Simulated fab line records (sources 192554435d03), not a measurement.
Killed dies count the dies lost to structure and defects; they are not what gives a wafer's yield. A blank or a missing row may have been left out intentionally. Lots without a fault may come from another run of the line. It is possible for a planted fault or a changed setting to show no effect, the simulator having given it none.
Struck lot and sound lot, side by side | flow n5 finfet | 14 steps out of a route of 1938
Sound: the wafers L261.4, L261.5, L261.6. Struck: wafer L277.1; the same lot's L277.3 was not struck, so it is left out; see the end for the cause.
Each step with rows lists, per side, the tool, then ch with its chambers, then its first start. Under that, the readings that differ: sound wafers | struck wafers | difference of the means | sigmas: that difference in standard deviations of wafers without a fault.
alike: same words and numbers on both sides, and readings whose means sit less than 2 such deviations apart. not compared: any withheld reading, any reading some wafer has no value for, any bound like >300 that may hide the same value, and any number with overlapping values for which the record gives no deviation.
Wherever a step has rows on one side only, a row that says differs or no value, or a row with sigmas, the two part there. Numbers that don't overlap but have no deviation are shown without sigmas and don't part them. Lack of a reading on every wafer of one side parts them only where that side has two or more wafers.

first, 2 steps without rows for these wafers: N5_BEOL_M9_PRECLEAN_42 (cleans in residue remover, time 60 s); N5_BEOL_M9_SRD_43 (time 30 s).
N5_BEOL_M9_CD_MEAS_35: target cd 70 nm, target cd y 40 nm.
  sound: cd sem-01 at day 10 14:11; struck: cd sem-01 at day 14 20:09
  alike: cd nm
N5_BEOL_M9_CURE_72: cures SiCOH lowk, time 120 s.
  sound on uv cure-03 ch 2, day 10 14:23; struck on uv cure-01 ch 0, day 14 20:11
  reading            | sound             | struck | difference | sigmas
  lamp power pct (%) | 52.44 52.33 52.40 | 52.24  | -0.15      | -3
  alike: wafer_temp_C_max
then, 1 step without rows for these wafers: N5_BEOL_M9_DEGAS_44 (time 60 s).
N5_BEOL_M9_PRE_CLEAN_45: time 30 s.
  sound: pvd sputter-03 at day 10 15:12; struck: pvd sputter-01 at day 14 20:49
  alike: heater power w
N5_BEOL_M9_ALD_74: deposits TaN, target thk 2 nm, pulse time 2 s, purge time 3 s.
  sound on ald metal-04 ch 1,2,3, day 10 15:17; struck on ald metal-04 ch 2, day 14 20:52
  alike: heater power w
N5_BEOL_M9_SURFACE_TREAT_79:
  sound: pvd sputter-02 at day 10 15:46; struck: pvd sputter-02 at day 14 21:21
  not compared: throttle valve pct
then, 3 steps without rows for these wafers: N5_BEOL_M9_CVD_78 (deposits Co from CCTBA/H2, target thk 2 nm, time 138.9 s); N5_BEOL_M9_SPUTTER_48 (material Cu, target thk 12 nm, time 2 s); N5_BEOL_M9_ECD_50 (material Cu, target thk 318 nm).
N5_BEOL_M9_ANNEAL_51: time 90 s.
  sound on rtp anneal-01 ch 0, day 10 16:20; struck on rtp anneal-02 ch 0, day 14 21:53
  alike: wafer_temp_C_max
N5_BEOL_M9_CMP_52: polishes, stops on SiCOH lowk, t overpolish 7 s, target thk 140 nm.
  sound on cmp-02 ch 0,3, day 10 16:32; struck on cmp-01 ch 0, day 14 22:13
  reading                      | sound             | struck | difference | sigmas
  barrier field endpoint s (s) | 30.0 29.5 30.3    | 16.2   | -13.7      | -19
  slurry filter dp kPa (kPa)   | 13.57 13.49 13.30 | 13.73  | +0.28      | +2
  time to endpoint s (s)       | 72.8 70.5 70.6    | 36.8   | -34.5      | -12
  alike: clearing platen down force psi, motor current A, overpolish run s
-- the record jumps here: 2 days lie between the struck wafers' starts before and after (it left off in module BEOL_M9 and takes up again in module PASSIVATION, whose first step shown is number 1936 of the route) --
N5_PASSIVATION_PROBE_49:
  sound: prober-01 at day 13 11:01; struck: prober-01 at day 17 06:26
  reading         | sound    | struck | difference | sigmas
  killed_at_M4_up | 12 19 15 | 4      | -11        | -2
  alike: defect limited yield, killed_at_M0_to_M3, killed at contacts, killed at front end, killed at other, killed dies, killed open, killed short, sort_bin_4_leakage, sort_bin_5_function, sort_bin_6_memory, sort n pass, sort yield pct

## WHERE THEY PART
First at N5_BEOL_M9_CURE_72; last, within this record, at N5_PASSIVATION_PROBE_49.

WHY: the cause the simulator had injected
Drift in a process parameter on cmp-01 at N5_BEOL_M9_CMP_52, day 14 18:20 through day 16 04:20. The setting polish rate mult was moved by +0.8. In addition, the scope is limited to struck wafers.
